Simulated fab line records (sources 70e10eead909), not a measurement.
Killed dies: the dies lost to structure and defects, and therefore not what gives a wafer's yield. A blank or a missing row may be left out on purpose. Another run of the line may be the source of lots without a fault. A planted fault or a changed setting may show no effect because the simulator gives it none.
One fault seen from 2 desks	flow nandHarc	every desk sees just its own numbers, and what lay behind them comes last

## AT THE METROLOGY DESK
Lot by lot, what the gauges showed, no matter which tool ran the lot: averages of those sampled wafers that carry a number. The brackets show how far a lot's mean lies from the usual mean; more than 4 standard deviations puts the lot out of limits, marked OUT.
Columns: A = cdNm at NHARC_THIN_TSV_CD_MEAS_33, usual 5000.4 nm
lot	first seen here	A
L496	day 24 16:23	5001.1
L498	day 24 22:59	4999.9
L499	day 25 16:56	4998.9
L503	day 28 13:50	4999.1
L500	day 28 15:13	4998.3
L506	day 29 03:27	5001.8
L502	day 29 09:13	5001.0
L508	day 30 11:19	5001.8
L509	day 30 19:08	4998.5
L514	day 31 22:37	5000.5
L515	day 32 08:36	4998.3
L518	day 33 14:50	4999.9
L519	day 35 09:29	5000.7
Finding of this desk: none of the 13 lots has anything out of limits.

## AT THE TOOL OWNER'S DESK: harCapEtch-02
The tool's own readings at NHARC_A_CONTACT_ETCH_111 (etches the open film in C4F8/O2/Ar, time 140 s, target depth 700 nm): means of the sampled wafers that have a number, for each lot that ran on this tool. The brackets show how far a lot's mean lies from the usual mean; more than 4 standard deviations puts the lot out of limits, marked OUT.
Columns: A = chamberPressureMTorr at NHARC_A_CONTACT_ETCH_111, usual 20.000 mTorr
lot	first seen here	A
L496	day 22 02:41	20.007
L498	day 22 08:32	20.008
L503	day 25 18:14	19.995
L506	day 26 03:10	19.995
L502	day 26 10:32	19.986
L509	day 27 16:58	20.019
Finding of this desk: none of the 6 lots has anything out of limits.

## BROUGHT TOGETHER
At the metrology desk, nothing out of limits was observed.
Nothing out of limits was seen by the tool owner's desk.

## WHAT THE SIMULATOR PUT IN
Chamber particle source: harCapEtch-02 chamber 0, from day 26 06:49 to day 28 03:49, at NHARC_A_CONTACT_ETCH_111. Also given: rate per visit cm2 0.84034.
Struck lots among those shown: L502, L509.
